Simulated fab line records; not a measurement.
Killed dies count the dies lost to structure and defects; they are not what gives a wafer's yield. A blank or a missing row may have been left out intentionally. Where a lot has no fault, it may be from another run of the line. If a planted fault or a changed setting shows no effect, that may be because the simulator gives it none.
Chamber matching / flow nand harc / NHARC_P_CONTACT_ALD_22 on ald metal-01 has 4 sister chambers
The step deposits TiN, target thk 3 nm, pulse time 1 s, ald cycles 150. 16 wafers are shown with their chamber, then 8 later ones without.

== EACH WAFER AND ITS CHAMBER ==
wafer=L075.3; chamber=0; heater power w (W)=1097; precursor pulse height rel=1.019
wafer=L075.5; chamber=0; heater power w (W)=1065; precursor pulse height rel=0.971
wafer=L075.6; chamber=3; heater power w (W)=1225; precursor pulse height rel=1.023
wafer=L076.1; chamber=3; heater power w (W)=1202; precursor pulse height rel=1.013
wafer=L076.2; chamber=1; heater power w (W)=1219; precursor pulse height rel=1.025
wafer=L076.5; chamber=0; heater power w (W)=1090; precursor pulse height rel=1.036
wafer=L082.1; chamber=1; heater power w (W)=1176; precursor pulse height rel=0.989
wafer=L082.3; chamber=0; heater power w (W)=1040; precursor pulse height rel=0.991
wafer=L082.6; chamber=3; heater power w (W)=1231; precursor pulse height rel=1.003
wafer=L089.2; chamber=2; heater power w (W)=1134; precursor pulse height rel=1.017
wafer=L089.3; chamber=1; heater power w (W)=1200; precursor pulse height rel=1.014
wafer=L089.6; chamber=2; heater power w (W)=1140; precursor pulse height rel=1.016
wafer=L086.1; chamber=0; heater power w (W)=1114; precursor pulse height rel=1.035
wafer=L086.3; chamber=1; heater power w (W)=1236; precursor pulse height rel=1.003
wafer=L086.5; chamber=0; heater power w (W)=1080; precursor pulse height rel=1.004
wafer=L087.3; chamber=3; heater power w (W)=1227; precursor pulse height rel=0.986

SIGNATURES, as means of the wafers listed above
reading=heater power w; chamber 0=1081.00; chamber 1=1207.75; chamber 2=1137.00; chamber 3=1221.25; scatter within a chamber=22.2
reading=precursor pulse height rel; chamber 0=1.00933; chamber 1=1.00775; chamber 2=1.01650; chamber 3=1.00625; scatter within a chamber=0.0199
Rule: for each reading, subtract the chamber's mean from the wafer's reading, divide by that reading's scatter and square the result; add these up over the readings and take the root, which gives the wafer's distance from the chamber. If the next closest chamber is less than 2 further off than the closest, the wafer can't be placed; otherwise it belongs to the closest. The scatter: the root of (the sum of the squares of (reading less its chamber's mean) over the shown wafers, divided by (wafers less chambers)).

== WAFERS WITH NO CHAMBER GIVEN ==
wafer=L087.5; heater power w (W)=1126; precursor pulse height rel=0.990
wafer=L087.6; heater power w (W)=1216; precursor pulse height rel=1.018
wafer=L092.4; heater power w (W)=1214; precursor pulse height rel=1.004
wafer=L092.5; heater power w (W)=1090; precursor pulse height rel=1.001
wafer=L092.6; heater power w (W)=1233; precursor pulse height rel=0.984
wafer=L095.2; heater power w (W)=1213; precursor pulse height rel=0.994
wafer=L095.4; heater power w (W)=1127; precursor pulse height rel=1.053
wafer=L095.6; heater power w (W)=1109; precursor pulse height rel=0.984

== EACH ONE'S CHAMBER ==
wafer=L087.5; from the rows above=can't be placed: 2 or 0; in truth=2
wafer=L087.6; from the rows above=can't be placed: 1 or 3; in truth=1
wafer=L092.4; from the rows above=can't be placed: 1 or 3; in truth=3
wafer=L092.5; from the rows above=can't be placed: 0 or 2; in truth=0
wafer=L092.6; from the rows above=can't be placed: 3 or 1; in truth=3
wafer=L095.2; from the rows above=can't be placed: 3 or 1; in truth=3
wafer=L095.4; from the rows above=can't be placed: 2 or 0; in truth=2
wafer=L095.6; from the rows above=can't be placed: 0 or 2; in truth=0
Correctly placed: 0 of 8. Cannot be placed on the basis of these rows: 8; the candidates contain the true chamber in 8. 0 placed wrongly.
